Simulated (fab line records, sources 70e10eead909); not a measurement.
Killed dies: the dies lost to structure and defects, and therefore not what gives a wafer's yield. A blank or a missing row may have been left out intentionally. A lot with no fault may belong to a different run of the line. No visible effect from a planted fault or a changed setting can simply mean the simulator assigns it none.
Matching of chambers + flow nandHarc + aldMetal-02 running NHARC_A_WL_FILL_ALD_19: 4 sister chambers
The step deposits TiN, target thk 2 nm, pulse time 3 s, ald cycles 100. 8 wafers are shown with their chamber, then 7 later ones without.

WAFERS, EACH WITH ITS CHAMBER
| wafer  | chamber | heaterPowerW (W) | precursorPulseHeightRel |
|--------|---------|------------------|-------------------------|
| L573.5 | 3       | 1012             | 1.027                   |
| L574.1 | 3       | 1007             | 0.962                   |
| L574.3 | 2       | 955              | 1.029                   |
| L581.2 | 0       | 940              | 1.001                   |
| L581.3 | 2       | 917              | 0.993                   |
| L581.5 | 1       | 1081             | 1.012                   |
| L586.1 | 1       | 1041             | 1.011                   |
| L586.2 | 0       | 954              | 0.976                   |

WAFERS WHOSE CHAMBER IS MISSING
| wafer  | heaterPowerW (W) | precursorPulseHeightRel |
|--------|------------------|-------------------------|
| L586.3 | 1053             | 1.021                   |
| L589.2 | 1012             | 0.986                   |
| L589.4 | 944              | 0.989                   |
| L589.5 | 1041             | 1.034                   |
| L591.2 | 927              | 0.992                   |
| L591.4 | 1051             | 1.003                   |
| L591.6 | 1040             | 1.003                   |

EACH ONE'S CHAMBER
| wafer  | from the rows above     | in truth |
|--------|-------------------------|----------|
| L586.3 | can't be placed: 1 or 3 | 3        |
| L589.2 | 3                       | 3        |
| L589.4 | can't be placed: 0 or 2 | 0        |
| L589.5 | can't be placed: 1 or 3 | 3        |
| L591.2 | can't be placed: 2 or 0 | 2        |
| L591.4 | can't be placed: 1 or 3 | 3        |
| L591.6 | can't be placed: 1 or 3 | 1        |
Correct placement for 1 of the 7. Not placeable from these rows: 6 (in 6, the candidates include the true chamber). Placed wrongly: 0.
How it was worked out, from the rows above alone: a wafer's distance from a chamber is the root of the sum, over the readings, of the square of ((its reading less the chamber's mean) divided by the reading's scatter). If the next closest chamber is less than 2 further off than the closest, the wafer can't be placed; otherwise it belongs to the closest. The mean given for a chamber averages the wafers shown for that chamber. The scatter is the square root of a quotient: the sum, over the shown wafers, of each reading's squared deviation from its chamber's mean, divided by wafers minus chambers.
